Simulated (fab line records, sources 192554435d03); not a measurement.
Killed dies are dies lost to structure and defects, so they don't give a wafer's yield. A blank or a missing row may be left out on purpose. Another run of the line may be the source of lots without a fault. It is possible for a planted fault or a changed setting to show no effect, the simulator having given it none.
Lot-split experiment + flow n5 finfet + 21 wafers read across 7 lots, on a route 1938 steps long

== THE SPLIT ITSELF ==
At N5_ZERO_LAYER_COAT_05 (resist thk 1000 nm), the setting spin rpm was moved away from the recipe's 1500 rpm on 5 of the 21 wafers read, by -10.4% to +10.6%. All remaining wafers had this setting at the recipe value.

The reading comes from the split's own step.

== THE READING ==
coat_of_ZERO_LAYER_COAT_05.thk nm (the simulator's own value, which no gauge read), in nm, at N5_ZERO_LAYER_COAT_05 (resist thk 1000 nm). The file gives no usual value for it. The 16 wafers here that ran the recipe average 1000.4 nm, standard deviation 2.9 nm.

| wafer  | tool, chamber at the split | spin rpm as run, rpm | against the recipe | coat_of_ZERO_LAYER_COAT_05.thk nm, nm | against lot-mates on the recipe |
|--------|----------------------------|----------------------|--------------------|---------------------------------------|---------------------------------|
| L078.1 | litho track-04, 0          | 1500                 | recipe             | 994.4                                 | -                               |
| L078.4 | litho track-04, 0          | 1500                 | recipe             | 997.8                                 | -                               |
| L078.6 | litho track-04, 0          | 1500                 | recipe             | 998                                   | -                               |
| L079.2 | litho track-05, 0          | 1659                 | +10.6%             | 950.3                                 | -51.7                           |
| L079.3 | litho track-05, 0          | 1659                 | +10.6%             | 950.9                                 | -51.1                           |
| L079.5 | litho track-05, 0          | 1500                 | recipe             | 1002                                  | -                               |
| L089.2 | litho track-05, 0          | 1500                 | recipe             | 1005                                  | -                               |
| L089.4 | litho track-05, 0          | 1500                 | recipe             | 1006                                  | -                               |
| L089.5 | litho track-05, 0          | 1643                 | +9.5%              | 958.5                                 | -47.0                           |
| L091.1 | litho track-04, 0          | 1500                 | recipe             | 997.8                                 | -                               |
| L091.3 | litho track-04, 0          | 1500                 | recipe             | 1002                                  | -                               |
| L091.4 | litho track-04, 0          | 1500                 | recipe             | 1002                                  | -                               |
| L092.2 | litho track-04, 0          | 1344                 | -10.4%             | 1057                                  | +59.4                           |
| L092.3 | litho track-04, 0          | 1344                 | -10.4%             | 1056                                  | +58.4                           |
| L092.5 | litho track-04, 0          | 1500                 | recipe             | 997.6                                 | -                               |
| L093.3 | litho track-05, 0          | 1500                 | recipe             | 1002                                  | -                               |
| L093.6 | litho track-05, 0          | 1500                 | recipe             | 1002                                  | -                               |
| L093.5 | litho track-05, 0          | 1500                 | recipe             | 1000                                  | -                               |
| L097.2 | litho track-05, 0          | 1500                 | recipe             | 1001                                  | -                               |
| L097.3 | litho track-05, 0          | 1500                 | recipe             | 1001                                  | -                               |
| L097.4 | litho track-05, 0          | 1500                 | recipe             | 998.2                                 | -                               |

FIT RESULTS
A straight line over all 21 wafers: coat_of_ZERO_LAYER_COAT_05.thk nm changes by -4.95 nm for each +1% of spin rpm; r = -0.99; the points scatter about the line by 3.2 nm.
The same after taking each lot's own level away (the mean of its wafers on the recipe; 21 wafers): -5.21 nm for each +1%; r = -1.00; scatter 2.2 nm.
On that fit, the largest move of spin rpm shifts the reading by 55 nm.
Measured against the standard deviation above, the lots' own levels, which go from 996.73 to 1005.50 nm, span 3.0 times it.
The two slopes are in agreement: the lot-to-lot level therefore moves the slope only a little.
Check: -55.1 nm against its lot-mates is what the line predicts for one of the wafers moved furthest among these (+10.6%) when that wafer is left out of the fit. Against them it came out at -51.7 nm.

== THE WHOLE CHAIN: every reading that the file lists as answering this split, in the file's order ==
| step                   | what it does       | reading                                                                            | change (the file's fit)              | r (the file's) |
|------------------------|--------------------|------------------------------------------------------------------------------------|--------------------------------------|----------------|
| N5_ZERO_LAYER_COAT_05  | resist thk 1000 nm | coat_of_ZERO_LAYER_COAT_05.thk nm (the simulator's own value, which no gauge read) | -5.16 nm for each +1% of the setting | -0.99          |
| N5_ZERO_LAYER_STRIP_24 | strips in O2       | strip time to endpoint s                                                           | withheld for each +1% of the setting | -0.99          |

== FILE'S OWN FIT ==
coat_of_ZERO_LAYER_COAT_05.thk nm changes by -5.16 nm for each +1% of spin rpm, r = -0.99.
